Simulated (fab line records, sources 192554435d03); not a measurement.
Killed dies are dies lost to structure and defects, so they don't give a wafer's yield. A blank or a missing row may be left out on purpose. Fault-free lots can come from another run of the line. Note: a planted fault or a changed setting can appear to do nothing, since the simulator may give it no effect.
A struck lot beside a sound one	flow n5 finfet	26 out of 1938 route steps
Sound: wafers L221.1, L221.4, L221.5. Wafers L232.1, L232.5, L232.6 were the ones struck. At the end, the cause is stated.
Order at every step that has rows: each side's tool, ch and its chambers, its first start. Under that, the readings that differ: sound wafers	struck wafers	difference of the means	sigmas: that difference in standard deviations of wafers without a fault.
alike: words and numbers the same on both sides, and readings whose means are apart by under 2 such deviations; not compared: readings that were withheld, readings missing a value for some wafer, numbers with overlapping values and no deviation given by the record, and bounds like >300 which may hide the same value.
The two part at a step that has a row with sigmas, a row that says differs or no value, or rows on one side only. Numbers that don't overlap but have no deviation are shown without sigmas and don't part them. A reading missing from all wafers of one side parts the sides only when that side holds two or more wafers.

N5_BEOL_M7_INSPECT_13: inspects for defects (brightfield).
  sound: defect inspect-01 at day 10 20:32; struck: defect inspect-01 at day 13 18:37
  alike: raw defect count
N5_BEOL_M7_DESCUM_16: chemistry O2, time 7.9 s.
  sound on rie diel-03 ch 0,1,2, day 10 20:38; struck on rie diel-01 ch 0,2,3, day 13 18:39
  alike: drypump motor current A, oes product au, rf vpp V, showerhead plenum p Torr, throttle valve pct
  not compared: rf hours counter h
N5_BEOL_M7_ETCH_61: etches SiARC in CF4, target depth 45.5 nm, time 75.8 s.
  sound on rie diel-03 ch 0,1,2, day 10 20:40; struck on rie diel-01 ch 0,2,3, day 13 18:41
  alike: drypump motor current A, etch rf on time s, oes product au, rf vpp V, showerhead plenum p Torr, throttle valve pct
  not compared: rf hours counter h
N5_BEOL_M7_ETCH_62: etches SOC in N2/H2, target depth 110 nm, overetch 22 nm, time 165 s.
  sound on rie diel-03 ch 0,1,2, day 10 20:43; struck on rie diel-01 ch 0,2,3, day 13 18:45
  alike: drypump motor current A, oes product au, rf vpp V, showerhead plenum p Torr, throttle valve pct
  not compared: rf hours counter h
then, 1 step without rows for these wafers: N5_BEOL_M7_STRIP_68 (strips in N2/H2).
N5_BEOL_M7_STRIP_67: strips in CF4.
  sound on rie diel-03 ch 0,1,2, day 10 20:52; struck on rie diel-01 ch 0,2,3, day 13 18:53
  alike: drypump motor current A, oes product au, rf vpp V, showerhead plenum p Torr, throttle valve pct
  not compared: rf hours counter h
then, 2 steps without rows for these wafers: N5_BEOL_M7_HM_OPEN_17 (chemistry Cl2/BCl3, target TiN, target depth 20 nm, overetch 6 nm); N5_BEOL_M7_STRIP_19 (strips in O2).
N5_BEOL_M7_CD_MEAS_18: pitch 80 nm, target cd 40 nm.
  sound: cd sem-02 at day 10 21:05; struck: cd sem-03 at day 13 19:07
  alike: cd nm
then, 3 steps without rows for these wafers: N5_BEOL_M7_COAT_63 (time 60 s, resist thk 60 nm); N5_BEOL_M7_COAT_64 (time 60 s, resist thk 12 nm); N5_BEOL_M7_COAT_71 (time 60 s, resist thk 5 nm).
N5_BEOL_M7_COAT_22: resist thk 30 nm.
  sound on litho track-05 ch 0, day 10 21:08; struck on litho track-05 ch 0, day 13 22:37
reading	sound	struck	difference	sigmas
spin speed rpm (rpm)	1500.0 1500.2 1500.5	1540.2 1541.7 1541.7	+41.0	+45
model.CAR-EUV_of_BEOL_M7_COAT_22.thk nm (nm)	30 30 30	29.6 29.6 29.6	-0.4	
then, 5 steps without rows for these wafers: N5_BEOL_M7_EBR_24; N5_BEOL_M7_SOFTBAKE_23 (time 60 s); N5_BEOL_M7_EXPOSE_25 (exposes mask V6, target cd 40 nm); N5_BEOL_M7_PEB_26 (peb time 60 s); N5_BEOL_M7_DEVELOP_27 (develop time 30 s).
N5_BEOL_M7_CD_MEAS_28: target cd 40 nm.
  sound on cd sem-03 ch 0, day 10 21:34; struck on cd sem-03 ch 0, day 13 22:53
  alike: cd nm
N5_BEOL_M7_OVL_MEAS_29:
  sound on overlay-02 ch 0, day 10 21:36; struck on overlay-02 ch 0, day 13 22:55
  alike: V6_OVL
N5_BEOL_M7_INSPECT_30: inspects for defects (brightfield).
  sound: defect inspect-02 at day 10 21:40; struck: defect inspect-02 at day 13 22:58
  alike: raw defect count
N5_BEOL_M7_DESCUM_33: chemistry O2, time 7 s.
  sound on rie diel-06 ch 0,1,2, day 10 21:42; struck on rie diel-03 ch 1,2, day 13 23:00
  alike: drypump motor current A, oes product au, rf vpp V, showerhead plenum p Torr, throttle valve pct
  not compared: rf hours counter h
then, 1 step without rows for these wafers: N5_BEOL_M7_ETCH_72 (etches underlayer in N2/H2, target depth 6.5 nm, time 5.2 s).
N5_BEOL_M7_ETCH_65: etches SiARC in CF4, target depth 15.6 nm, time 26 s.
  sound on rie diel-06 ch 0,1,2, day 10 21:45; struck on rie diel-03 ch 1,2, day 13 23:03
reading	sound	struck	difference	sigmas
model.CAR-EUV_of_BEOL_M7_COAT_22.thk nm (nm)	11.2 11.2 11	10.8 10.8 10.8	-0.3	
  alike: drypump motor current A, etch rf on time s, oes product au, rf vpp V, showerhead plenum p Torr, throttle valve pct
  not compared: rf hours counter h
then, 1 step without rows for these wafers: N5_BEOL_M7_ETCH_66 (etches SOC in N2/H2, target depth 80 nm, overetch 16 nm, time 120 s).
-- record jumps: 4 days separate the struck wafers' starts on either side; left off in module BEOL_M7, taken up again in module PASSIVATION, whose first shown step is the route's number 1936 --
N5_PASSIVATION_PROBE_49:
  record: rows for the struck wafers here (prober-02, day 17 23:10), none for the sound ones

== WHERE THEY PART ==
Earliest at N5_BEOL_M7_COAT_22; latest, in this record, at N5_PASSIVATION_PROBE_49.

WHY: the cause the simulator had injected
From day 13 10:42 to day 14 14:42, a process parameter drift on litho track-05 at N5_BEOL_M7_COAT_22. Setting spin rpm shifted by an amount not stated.
